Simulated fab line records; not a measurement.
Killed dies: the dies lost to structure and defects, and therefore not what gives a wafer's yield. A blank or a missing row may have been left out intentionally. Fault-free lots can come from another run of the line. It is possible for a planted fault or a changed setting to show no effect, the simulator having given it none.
Matching of chambers    flow nand-harc    NHARC_A_CONTACT_ETCH_91 on rie-diel-07 has 4 sister chambers
The step etches the open film in CH3F/O2, target depth 40 nm, time 85.7 s. 4 wafers are shown with their chamber, then 12 later ones without.

== WAFERS, EACH WITH ITS CHAMBER ==
wafer   chamber  showerhead-plenum-p-Torr (Torr)
L086.2  2        2.41
L090.1  0        2.65
L090.2  1        2.44
L090.5  3        2.28

== WAFERS WITHOUT THEIR CHAMBER ==
wafer   showerhead-plenum-p-Torr (Torr)
L092.1  2.44
L092.2  2.40
L092.5  2.64
L095.2  2.44
L095.3  2.28
L095.6  2.64
L094.1  2.44
L094.2  2.40
L094.6  2.40
L097.1  2.40
L097.3  2.28
L097.6  2.28

== WHICH CHAMBER EACH WENT THROUGH ==
wafer   from the rows above  in truth
L092.1  1                    1
L092.2  2                    2
L092.5  0                    0
L095.2  1                    1
L095.3  3                    3
L095.6  0                    0
L094.1  1                    1
L094.2  2                    2
L094.6  2                    2
L097.1  2                    2
L097.3  3                    3
L097.6  3                    3
Correct placement for 12 of the 12. Not placeable from these rows: 0. Wrongly placed: 0.
How it was worked out, from the rows above alone: a wafer's distance from a chamber is the root of the sum, over the readings, of the square of ((its reading less the chamber's mean) divided by the reading's scatter). If the next closest chamber is less than 2 further off than the closest, the wafer can't be placed; otherwise it belongs to the closest. A chamber's mean is the mean of its shown wafers. The scatter: root of mean squared gap, hidden wafer to nearest shown wafer, with one shown wafer a chamber.
